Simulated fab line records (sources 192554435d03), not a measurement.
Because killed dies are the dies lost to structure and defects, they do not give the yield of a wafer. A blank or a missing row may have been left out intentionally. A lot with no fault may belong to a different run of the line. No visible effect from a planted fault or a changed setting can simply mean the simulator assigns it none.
Matching of chambers | flow n5_finfet | N5_HKMG_FIN_ALD_21 on ald_metal-01: 4 sister chambers
The step deposits TiN, target thk 1.5 nm, pulse time 1 s, purge time 3 s. 4 wafers are shown with their chamber, then 11 later ones without.

== WAFERS, EACH WITH ITS CHAMBER ==
wafer  | chamber | heater_power_w (W)
L082.4 | 1       | 898
L088.3 | 3       | 870
L088.5 | 0       | 953
L089.3 | 2       | 831

== WAFERS WITHOUT THEIR CHAMBER ==
wafer  | heater_power_w (W)
L089.5 | 951
L089.6 | 879
L090.1 | 899
L090.4 | 946
L090.5 | 870
L094.1 | 850
L094.4 | 939
L094.6 | 886
L095.1 | 864
L095.4 | 883
L095.6 | 856

== EACH ONE'S CHAMBER ==
wafer  | from the rows above     | in truth
L089.5 | 0                       | 0
L089.6 | can't be placed: 3 or 1 | 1
L090.1 | 1                       | 1
L090.4 | 0                       | 0
L090.5 | 3                       | 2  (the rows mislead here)
L094.1 | can't be placed: 2 or 3 | 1
L094.4 | 0                       | 0
L094.6 | can't be placed: 1 or 3 | 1
L095.1 | 3                       | 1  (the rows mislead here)
L095.4 | can't be placed: 3 or 1 | 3
L095.6 | can't be placed: 3 or 2 | 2
4 of 11 placed correctly. Can't be placed from these rows: 5 (the true chamber is among the candidates in 4). Wrongly placed: 2.
How it was worked out, from the rows above alone: a wafer's distance from a chamber is the root of the sum, over the readings, of the square of ((its reading less the chamber's mean) divided by the reading's scatter). The wafer belongs to the nearest chamber; if the next one is less than 2 further off, it can't be placed. Each chamber's mean is taken over the wafers shown for it. The scatter (one wafer shown for each chamber): square how far every hidden wafer sits from the nearest shown wafer, average those squares and take the square root.
